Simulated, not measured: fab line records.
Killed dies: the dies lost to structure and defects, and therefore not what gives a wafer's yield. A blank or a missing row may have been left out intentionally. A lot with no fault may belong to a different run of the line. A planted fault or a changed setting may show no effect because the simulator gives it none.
fab line records	flow n5Finfet
record lots=7	wafers=39
route steps=1938 shown WELL_APT@39 DUMMY_GATE@243 SD_EPI_N@275 GATE_CUT@477 PASSIVATION@1936
startH: hours from the record's opening day to when the first of the lot's shown wafers began	waitH: hours since the lot's step before	" the same as in the row above	L1.1+2: several wafers, shown together as one row	- no value, or no start given	* or withheld: withheld	< > ~ a bound
route shown NAME@n: NAME is a module with steps in the file, n the number in the route of the first one	usual: mean/standard deviation taken from wafers without a fault	same: alike in all rows	chamber/n: place in a boat	sites: each site's reading	_std_site: how widely they spread, as a standard deviation	_edge_site: the outer-site mean with the inner-site mean subtracted	radiusMm: how far each site lies from the wafer's centre	mask NAME#n: copy n	behind: tool/chamber where the wafer was last shaped	hold: what put the lot on hold/how long, in hours/how the hold closed	device: names the non-switching transistor (n, p or np)	end of line: at the end of the route, the tests of the same wafers	for a step that has no rows: nothing shown but its recipe	killed: at the first sort, the dies lost to defects and structure; wafer yield is something else	map: shows each die of a wafer: x if killed, . if not, _ if none is there
set.NAME: the setting the step ran with; set.NAME@STEP: the setting that earlier step ran with	model.NAME: the simulator's own value behind a step, which no gauge read
lots where settings were altered on purpose, with a table for each step and a row for each wafer
## steps
# step N5_WELL_APT_EXPOSE_22
# recipe maskId=PWELL	na=0.8	sourceShape=conventional	sigmaOuter=0.8	polarization=unpolarized	defocusNm=0	targetCdNm=200	doseMj=23.2
# step N5_DUMMY_GATE_ETCH_31
# recipe chemistry=C4F6/O2	target=SiO2	maskMaterial=SOC	targetDepthA=825	timeS=27.5	ionEnergyEv=250	pressureMtorr=30	sourceW=345	biasW=185	Ar_flow_sccm=300	C4F6_flow_sccm=10	O2_flow_sccm=10
# step N5_DUMMY_GATE_ETCH_44
# recipe chemistry=HBr/O2	overEtchFrac=0.7	targetDepthA=1275	stopOn=SiO2	ionEnergyEv=60	biasW=20	target=poly-Si	maskMaterial=SiO2	pressureMtorr=20	icpW=400	HBr_flow_sccm=120	O2_flow_sccm=10
# step N5_DUMMY_GATE_ETCH_42
# recipe chemistry=CHF3/O2	target=SiO2	targetDepthA=35	timeS=31	ionEnergyEv=30	biasW=12	pressureMtorr=30	sourceW=600	Ar_flow_sccm=200	CHF3_flow_sccm=50	O2_flow_sccm=5
# step N5_SD_EPI_N_ETCH_35
# recipe chemistry=N2/H2	target=SOC	overetchA=1080	maskMaterial=SiARC	tempC=40	ionEnergyEv=100	sourceW=3000	biasW=133	pressureMtorr=20	timeS=486	n2FlowSccm=200	h2FlowSccm=200
# step N5_GATE_CUT_HM_DEP_46
# recipe material=SiO2	targetThkA=1300	tempC=400	precursor=TEOS/O2	pressureTorr=6.5	rfW=900	teosFlowSccm=161.4	gas=O2	flowSccm=2650	timeS=26.6
# step N5_PASSIVATION_PROBE_49
# usual defectLimitedYield=91.6/1.4	killedDies=99/16	killedOnRim=13/3.8	sort_bin_5_function=4.9/0.9
lot.wafer	tool	chamber	startH	waitH	set.doseMj@WELL_APT_EXPOSE_22	set.targetDepthA@DUMMY_GATE_ETCH_31	set.targetDepthA@DUMMY_GATE_ETCH_44	set.biasW@DUMMY_GATE_ETCH_42	set.timeS@SD_EPI_N_ETCH_35	set.timeS@GATE_CUT_HM_DEP_46	defectLimitedYield[%]	killedDies	killedOnRim	sort_bin_5_function[%]
L078.1	prober-01	-	309.10	0.4	21.52	825	1356	12	486	26.6	93.1	81	8	4.7
L078.2	prober-01	-	309.15	0.5	23.2	825	1275	12	442.1	26.6	91.5	100	20	4.9
L078.3	prober-01	-	309.20	0.5	21.52	825	1275	12	442.1	29.78	90.8	109	15	5.4
L078.4	prober-01	-	309.25	0.6	21.52	825	1275	13.64	486	29.78	91.8	97	13	5.7
L078.5	prober-01	-	309.30	0.6	23.2	825	1356	13.64	486	26.6	91.1	105	8	6.0
L078.6	prober-01	-	309.35	0.7	23.2	825	1356	13.64	442.1	29.78	90.4	113	10	5.7
L079.1	prober-02	-	313.88	0.0	23.2	825	1275	12	570.7	28.87	93.0	83	15	3.4
L079.2	prober-02	-	313.93	0.1	23.2	722.5	1275	10.99	486	28.87	94.5	65	8	3.6
L079.3	prober-02	-	313.98	0.1	23.2	825	1393	10.99	570.7	26.6	93.4	78	10	3.7
L079.4	prober-02	-	314.03	0.2	23.2	722.5	1393	12	486	26.6	92.5	88	14	4.8
L079.5	prober-02	-	314.08	0.2	23.2	825	1393	10.99	486	28.87	91.5	100	18	5.3
L079.6	prober-02	-	314.13	0.3	23.2	722.5	1275	12	570.7	26.6	93.1	81	12	4.0
L082.1	prober-02	-	338.56	0.0	23.2	825	1223	12	486	24.46	91.3	103	11	5.2
L082.2	prober-02	-	338.61	0.1	21.77	731.7	1223	10.85	486	26.6	89.0	130	9	6.2
L082.3	prober-02	-	338.66	0.1	21.77	825	1223	10.85	376.4	24.46	0	1180	152	97.6
L082.4	prober-02	-	338.71	0.2	21.77	731.7	1275	12	376.4	26.6	1.0	1168	147	95.9
L082.5	prober-02	-	338.76	0.2	23.2	731.7	1275	10.85	376.4	26.6	0.3	1177	152	96.8
L082.6	prober-02	-	338.81	0.3	23.2	825	1275	12	486	24.46	93.0	83	8	4.1
L088.1	prober-01	-	363.78	0.0	23.2	928.1	1395	12.66	447.6	26.6	92.6	87	9	4.9
L088.2	prober-01	-	363.83	0.1	24.26	928.1	1395	12.66	447.6	26.6	92.4	90	11	4.2
L088.3	prober-01	-	363.88	0.1	23.2	825	1275	12.66	486	26.6	91.5	100	15	5.0
L088.4	prober-01	-	363.93	0.2	24.26	825	1395	12	486	26.6	92.3	91	10	4.4
L088.5	prober-01	-	363.98	0.2	24.26	825	1275	12	447.6	26.6	92.3	91	15	4.3
L088.6	prober-01	-	364.03	0.3	23.2	928.1	1275	12	486	26.6	93.1	81	11	3.6
L087.3	prober-02	-	364.96	0.1	23.2	825	1275	12	486	26.6	92.2	92	13	5.2
L087.4	prober-02	-	365.01	0.2	23.2	825	1275	12	486	26.6	91.3	103	17	5.0
L087.5	prober-02	-	365.06	0.2	23.2	825	1275	12	486	26.6	91.2	104	10	5.3
L090.1	prober-01	-	370.92	0.0	24.8	786.3	1275	13.39	486	26.6	89.1	129	17	6.6
L090.2	prober-01	-	370.97	0.1	24.8	825	1421	12	486	26.6	92.3	91	12	4.5
L090.3	prober-01	-	371.02	0.1	24.8	825	1421	13.39	486	26.6	91.9	95	13	4.1
L090.4	prober-01	-	371.07	0.2	23.2	786.3	1275	12	486	24.43	91.6	99	7	4.9
L090.5	prober-01	-	371.12	0.2	23.2	786.3	1421	12	486	24.43	93.2	80	12	4.1
L090.6	prober-01	-	371.17	0.3	23.2	825	1275	13.39	486	24.43	90.3	115	21	5.7
L092.1	prober-02	-	388.19	0.0	21.35	825	1344	12	486	26.6	91.3	103	10	5.8
L092.2	prober-02	-	388.24	0.1	23.2	769.2	1344	12	373.9	24.95	0.3	1177	149	96.6
L092.3	prober-02	-	388.29	0.1	23.2	825	1275	12	486	26.6	90.8	109	14	5.2
L092.4	prober-02	-	388.34	0.2	23.2	825	1275	10.25	373.9	26.6	0.1	1179	151	96.9
L092.5	prober-02	-	388.39	0.2	21.35	769.2	1275	10.25	486	24.95	93.1	81	7	3.7
L092.6	prober-02	-	388.44	0.3	21.35	769.2	1344	10.25	373.9	24.95	0.3	1176	152	96.9
# killed by level:class
L078.1 BEOL_M1:geometricParticle:open=10 BEOL_M3:geometricParticle:open=9 BEOL_M1:geometricParticle:short=6 STI_FIN_REVEAL:geometricParticle:open=5 BEOL_M0:geometricParticle:open=5 FIN_SAQP:geometricParticle:open=4 BEOL_M0_SAQP:geometricParticle:short=4 BEOL_M0_SAQP:geometricParticle:open=4
L078.2 FIN_SAQP:geometricParticle:open=10 BEOL_M1:geometricParticle:open=10 FIN_SAQP:geometricParticle:short=9 BEOL_M3:geometricParticle:open=9 BEOL_M0_SAQP:geometricParticle:open=8 MOL_CONTACT_COAG:geometricParticle:open=5 BEOL_M1:geometricParticle:short=5 BEOL_M0_SAQP:geometricParticle:short=4
L078.3 DUMMY_GATE:geometricParticle:open=10 FIN_SAQP:geometricParticle:open=9 BEOL_M0:geometricParticle:short=8 STI_FIN_REVEAL:geometricParticle:open=7 MOL_CONTACT_COAG:geometricParticle:open=7 BEOL_M2:geometricParticle:open=7 GATE_CUT:geometricParticle:short=6 BEOL_M1:geometricParticle:open=6
L078.4 BEOL_M0_SAQP:geometricParticle:open=20 FIN_SAQP:geometricParticle:open=10 STI_FIN_REVEAL:geometricParticle:open=9 BEOL_M1:geometricParticle:open=8 BEOL_M0_SAQP:geometricParticle:short=7 MOL_CONTACT_COAG:geometricParticle:open=6 BEOL_M3:geometricParticle:open=5 FIN_CUT:geometricParticle:short=4
L078.5 DUMMY_GATE:geometricParticle:open=13 BEOL_M0:geometricParticle:short=11 MOL_CONTACT_COAG:geometricParticle:open=10 FIN_SAQP:geometricParticle:open=8 STI_FIN_REVEAL:geometricParticle:open=7 BEOL_M0_SAQP:geometricParticle:open=7 BEOL_M3:geometricParticle:open=6 BEOL_M0_SAQP:geometricParticle:short=5
L078.6 STI_FIN_REVEAL:geometricParticle:open=16 MOL_CONTACT_COAG:geometricParticle:open=11 BEOL_M0_SAQP:geometricParticle:short=11 FIN_SAQP:geometricParticle:open=9 FIN_SAQP:geometricParticle:short=8 STARTING-WAFER:geometricParticle:open=6 BEOL_M0_SAQP:geometricParticle:open=5 BEOL_M3:geometricParticle:open=5
L079.1 MOL_CONTACT_COAG:geometricParticle:open=11 STI_FIN_REVEAL:geometricParticle:open=8 BEOL_M4:geometricParticle:open=8 BEOL_M0_SAQP:geometricParticle:short=6 FIN_SAQP:geometricParticle:open=5 BEOL_M3:geometricParticle:open=4 BEOL_M5:geometricParticle:open=4 DUMMY_GATE:geometricParticle:open=3
L079.2 BEOL_M2:geometricParticle:open=8 MOL_CONTACT_COAG:geometricParticle:open=6 FIN_SAQP:geometricParticle:open=5 BEOL_M0_SAQP:geometricParticle:short=5 BEOL_M0_SAQP:geometricParticle:open=5 BEOL_M3:geometricParticle:open=5 FIN_SAQP:geometricParticle:short=4 DUMMY_GATE:geometricParticle:open=3
L079.3 BEOL_M3:geometricParticle:open=9 FIN_SAQP:geometricParticle:short=8 STI_FIN_REVEAL:geometricParticle:open=8 MOL_CONTACT_COAG:geometricParticle:open=8 STI_FIN_REVEAL:geometricParticle:short=5 BEOL_M4:geometricParticle:open=5 DUMMY_GATE:geometricParticle:open=4 BEOL_M1:geometricParticle:open=4
L079.4 MOL_CONTACT_COAG:geometricParticle:open=10 STI_FIN_REVEAL:geometricParticle:open=8 BEOL_M2:geometricParticle:open=7 BEOL_M3:geometricParticle:open=7 STARTING-WAFER:geometricParticle:open=6 BEOL_M4:geometricParticle:open=5 DUMMY_GATE:geometricParticle:open=4 BEOL_M0_SAQP:geometricParticle:short=4
L079.5 FIN_SAQP:geometricParticle:open=11 BEOL_M1:geometricParticle:open=10 BEOL_M4:geometricParticle:open=10 MOL_CONTACT_COAG:geometricParticle:open=7 BEOL_M2:geometricParticle:open=7 BEOL_M5:geometricParticle:open=5 BEOL_M3:geometricParticle:open=4 FIN_SAQP:geometricParticle:short=3
L079.6 MOL_CONTACT_COAG:geometricParticle:open=11 BEOL_M2:geometricParticle:open=11 FIN_SAQP:geometricParticle:open=8 STI_FIN_REVEAL:geometricParticle:open=5 BEOL_M0:geometricParticle:open=5 BEOL_M3:geometricParticle:open=5 BEOL_M0_SAQP:geometricParticle:short=4 SDB:geometricParticle:open=3
L082.1 STI_FIN_REVEAL:geometricParticle:open=17 BEOL_M0_SAQP:geometricParticle:open=15 BEOL_M0_SAQP:geometricParticle:short=14 BEOL_M3:geometricParticle:open=7 MOL_CONTACT_COAG:geometricParticle:open=6 FIN_SAQP:geometricParticle:open=5 FIN_SAQP:geometricParticle:short=4 GATE_CUT:geometricParticle:short=4
L082.2 STI_FIN_REVEAL:geometricParticle:open=12 BEOL_M0_SAQP:geometricParticle:open=11 BEOL_M3:geometricParticle:open=9 BEOL_M2:geometricParticle:open=9 DUMMY_GATE:geometricParticle:open=8 MOL_CONTACT_COAG:geometricParticle:open=8 FIN_SAQP:geometricParticle:open=7 BEOL_M4:geometricParticle:open=7
L082.3 SD_EPI_N:areaEtch=1096 STI_FIN_REVEAL:geometricParticle:open=10 BEOL_M3:geometricParticle:open=9 BEOL_M0_SAQP:geometricParticle:open=8 MOL_CONTACT_COAG:geometricParticle:open=7 BEOL_M0_SAQP:geometricParticle:short=5 STARTING-WAFER:geometricParticle:short=5 BEOL_M1:geometricParticle:open=4
L082.4 SD_EPI_N:areaEtch=1084 BEOL_M0_SAQP:geometricParticle:open=10 BEOL_M3:geometricParticle:open=9 FIN_SAQP:geometricParticle:open=6 MOL_CONTACT_COAG:geometricParticle:open=6 BEOL_M1:geometricParticle:open=6 BEOL_M0_SAQP:geometricParticle:short=4 BEOL_M2:geometricParticle:open=4
L082.5 SD_EPI_N:areaEtch=1078 FIN_SAQP:geometricParticle:open=10 BEOL_M3:geometricParticle:open=9 STI_FIN_REVEAL:geometricParticle:open=8 MOL_CONTACT_COAG:geometricParticle:open=7 BEOL_M1:geometricParticle:open=7 BEOL_M0_SAQP:geometricParticle:open=5 BEOL_M0_SAQP:geometricParticle:short=5
L082.6 STI_FIN_REVEAL:geometricParticle:open=11 MOL_CONTACT_COAG:geometricParticle:open=6 BEOL_M8:geometricParticle:open=6 BEOL_M0_SAQP:geometricParticle:short=5 BEOL_M1:geometricParticle:open=5 BEOL_M2:geometricParticle:open=5 BEOL_M3:geometricParticle:open=5 DUMMY_GATE:geometricParticle:open=3
L088.1 BEOL_M1:geometricParticle:open=16 MOL_CONTACT_COAG:geometricParticle:open=8 MOL_CONTACT_COAG:geometricParticle:short=7 FIN_SAQP:geometricParticle:open=5 STI_FIN_REVEAL:geometricParticle:open=5 BEOL_M0_SAQP:geometricParticle:short=5 FIN_SAQP:geometricParticle:short=4 FIN_CUT:geometricParticle:open=4
L088.2 BEOL_M1:geometricParticle:open=12 STI_FIN_REVEAL:geometricParticle:open=8 MOL_CONTACT_COAG:geometricParticle:open=7 BEOL_M4:geometricParticle:short=6 BEOL_M1:geometricParticle:short=6 FIN_SAQP:geometricParticle:open=5 STI_FIN_REVEAL:geometricParticle:short=4 MIM_BOT:geometricParticle:open=4
L088.3 MOL_CONTACT_COAG:geometricParticle:open=26 STI_FIN_REVEAL:geometricParticle:open=11 BEOL_M1:geometricParticle:open=9 MOL_CONTACT_COAG:geometricParticle:short=8 BEOL_M5:geometricParticle:open=6 DUMMY_GATE:geometricParticle:open=5 FIN_SAQP:geometricParticle:open=3 BEOL_M0_SAQP:geometricParticle:open=3
L088.4 STI_FIN_REVEAL:geometricParticle:open=24 MOL_CONTACT_COAG:geometricParticle:open=9 BEOL_M4:geometricParticle:open=7 BEOL_M1:geometricParticle:open=6 STI_FIN_REVEAL:geometricParticle:short=5 STARTING-WAFER:geometricParticle:open=4 GATE_CUT:geometricParticle:short=3 BEOL_M3:geometricParticle:open=3
L088.5 MOL_CONTACT_COAG:geometricParticle:open=10 FIN_SAQP:geometricParticle:open=9 BEOL_M4:geometricParticle:open=8 BEOL_M1:geometricParticle:open=8 DUMMY_GATE:geometricParticle:open=6 STI_FIN_REVEAL:geometricParticle:open=5 GATE_CUT:geometricParticle:short=4 BEOL_M1:geometricParticle:short=4
L088.6 BEOL_M1:geometricParticle:open=8 FIN_SAQP:geometricParticle:open=5 MOL_CONTACT_COAG:geometricParticle:open=5 BEOL_M2:geometricParticle:open=5 BEOL_M4:geometricParticle:open=5 BEOL_M4:geometricParticle:short=5 STARTING-WAFER:geometricParticle:open=5 FIN_SAQP:geometricParticle:short=4
L087.3 FIN_SAQP:geometricParticle:open=17 BEOL_M2:geometricParticle:open=9 MOL_CONTACT_COAG:geometricParticle:open=7 FIN_SAQP:geometricParticle:short=6 BEOL_M0_SAQP:geometricParticle:open=6 STI_FIN_REVEAL:geometricParticle:open=4 BEOL_M4:geometricParticle:open=4 STARTING-WAFER:geometricParticle:open=4
L087.4 BEOL_M4:geometricParticle:open=13 FIN_SAQP:geometricParticle:open=8 MOL_CONTACT_COAG:geometricParticle:open=7 BEOL_M4:geometricParticle:short=6 STI_FIN_REVEAL:geometricParticle:open=6 BEOL_M2:geometricParticle:open=6 FIN_SAQP:geometricParticle:short=5 BEOL_M0_SAQP:geometricParticle:open=5
L087.5 FIN_SAQP:geometricParticle:open=35 FIN_SAQP:geometricParticle:short=7 BEOL_M4:geometricParticle:open=7 BEOL_M5:geometricParticle:open=7 BEOL_M0_SAQP:geometricParticle:short=6 BEOL_M2:geometricParticle:open=5 STI_FIN_REVEAL:geometricParticle:open=5 BEOL_M0_SAQP:geometricParticle:open=5
L090.1 BEOL_M0_SAQP:geometricParticle:short=29 BEOL_M0_SAQP:geometricParticle:open=18 STI_FIN_REVEAL:geometricParticle:open=14 FIN_SAQP:geometricParticle:open=7 MOL_CONTACT_COAG:geometricParticle:open=6 FIN_SAQP:geometricParticle:short=5 GATE_CUT:geometricParticle:open=5 BEOL_M1:geometricParticle:open=5
L090.2 STI_FIN_REVEAL:geometricParticle:open=11 BEOL_M4:geometricParticle:open=9 BEOL_M0:geometricParticle:open=9 MOL_CONTACT_COAG:geometricParticle:open=6 BEOL_M0_SAQP:geometricParticle:open=5 STARTING-WAFER:geometricParticle:open=5 BEOL_M2:geometricParticle:open=4 FIN_SAQP:geometricParticle:open=3
L090.3 BEOL_M0_SAQP:geometricParticle:short=12 BEOL_M1:geometricParticle:open=10 STI_FIN_REVEAL:geometricParticle:open=9 GATE_CUT:geometricParticle:short=7 BEOL_M0_SAQP:geometricParticle:open=6 BEOL_M2:geometricParticle:open=6 MOL_CONTACT_COAG:geometricParticle:open=5 FIN_SAQP:geometricParticle:open=4
L090.4 BEOL_M0_SAQP:geometricParticle:open=20 BEOL_M0_SAQP:geometricParticle:short=11 STI_FIN_REVEAL:geometricParticle:open=8 GATE_CUT:geometricParticle:open=7 MOL_CONTACT_COAG:geometricParticle:open=7 BEOL_M2:geometricParticle:open=7 BEOL_M1:geometricParticle:open=6 FIN_SAQP:geometricParticle:open=5
L090.5 GATE_CUT:geometricParticle:short=8 BEOL_M0_SAQP:geometricParticle:short=8 STI_FIN_REVEAL:geometricParticle:open=6 BEOL_M2:geometricParticle:open=6 BEOL_M0_SAQP:geometricParticle:open=5 GATE_CUT:geometricParticle:open=4 STARTING-WAFER:geometricParticle:short=4 ILD0:geometricParticle:short=3
L090.6 STI_FIN_REVEAL:geometricParticle:open=19 BEOL_M0_SAQP:geometricParticle:open=14 BEOL_M0_SAQP:geometricParticle:short=12 MOL_CONTACT_COAG:geometricParticle:open=8 BEOL_M2:geometricParticle:open=7 MIM_TOP:geometricParticle:short=6 GATE_CUT:geometricParticle:short=5 BEOL_M0:geometricParticle:open=5
L092.1 FIN_SAQP:geometricParticle:short=16 MOL_CONTACT_COAG:geometricParticle:open=11 FIN_SAQP:geometricParticle:open=8 BEOL_M4:geometricParticle:open=6 STI_FIN_REVEAL:geometricParticle:open=5 BEOL_M0_SAQP:geometricParticle:open=5 BEOL_M3:geometricParticle:open=5 DUMMY_GATE:geometricParticle:open=4
L092.2 SD_EPI_N:areaEtch=1070 FIN_SAQP:geometricParticle:short=13 GATE_CUT:geometricParticle:open=9 BEOL_M2:geometricParticle:open=8 FIN_SAQP:geometricParticle:open=7 GATE_CUT:geometricParticle:short=7 BEOL_M0_SAQP:geometricParticle:short=7 MOL_CONTACT_COAG:geometricParticle:open=6
L092.3 MOL_CONTACT_COAG:geometricParticle:open=17 FIN_SAQP:geometricParticle:open=15 FIN_SAQP:geometricParticle:short=14 BEOL_M1:geometricParticle:open=11 BEOL_M0_SAQP:geometricParticle:open=5 BEOL_M2:geometricParticle:open=5 GATE_CUT:geometricParticle:short=4 STARTING-WAFER:geometricParticle:short=4
L092.4 SD_EPI_N:areaEtch=1080 BEOL_M1:geometricParticle:open=8 BEOL_M4:geometricParticle:open=8 BEOL_M3:geometricParticle:open=8 FIN_SAQP:geometricParticle:short=6 FIN_SAQP:geometricParticle:open=5 MOL_CONTACT_COAG:geometricParticle:open=5 STARTING-WAFER:geometricParticle:open=5
L092.5 MOL_CONTACT_COAG:geometricParticle:open=10 FIN_SAQP:geometricParticle:short=8 BEOL_M3:geometricParticle:open=8 BEOL_M4:geometricParticle:open=7 GATE_CUT:geometricParticle:short=4 MOL_CONTACT_COAG:geometricParticle:short=4 DUMMY_GATE:geometricParticle:open=3 ILD0:geometricParticle:open=3
L092.6 SD_EPI_N:areaEtch=1094 FIN_SAQP:geometricParticle:open=15 FIN_SAQP:geometricParticle:short=11 MOL_CONTACT_COAG:geometricParticle:open=6 BEOL_M3:geometricParticle:open=5 GATE_CUT:geometricParticle:short=3 GATE_CUT:geometricParticle:open=3 MOL_CONTACT_COAG:geometricParticle:short=3
## key
split step=N5_WELL_APT_EXPOSE_22	setting=doseMj	statedAs=23.2
response none clear
split step=N5_DUMMY_GATE_ETCH_31	setting=targetDepthA	statedAs=825
response none clear
split step=N5_DUMMY_GATE_ETCH_44	setting=targetDepthA	statedAs=1275
response none clear
split step=N5_DUMMY_GATE_ETCH_42	setting=biasW	statedAs=12
response none clear
split step=N5_SD_EPI_N_ETCH_35	setting=timeS	statedAs=486
response step=N5_PASSIVATION_PROBE_49	reading=killedOnRim	slope=-4.54	per=1%	togetherWith=all	explained=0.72
response step=N5_PASSIVATION_PROBE_49	reading=sort_bin_5_function	slope=-2.92	per=1%	togetherWith=all	explained=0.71
response step=N5_PASSIVATION_PROBE_49	reading=defectLimitedYield	slope=+2.9	per=1%	togetherWith=all	explained=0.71
response step=N5_PASSIVATION_PROBE_49	reading=killedDies	slope=-34.2	per=1%	togetherWith=all	explained=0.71
split step=N5_GATE_CUT_HM_DEP_46	setting=timeS	statedAs=26.6
response none clear
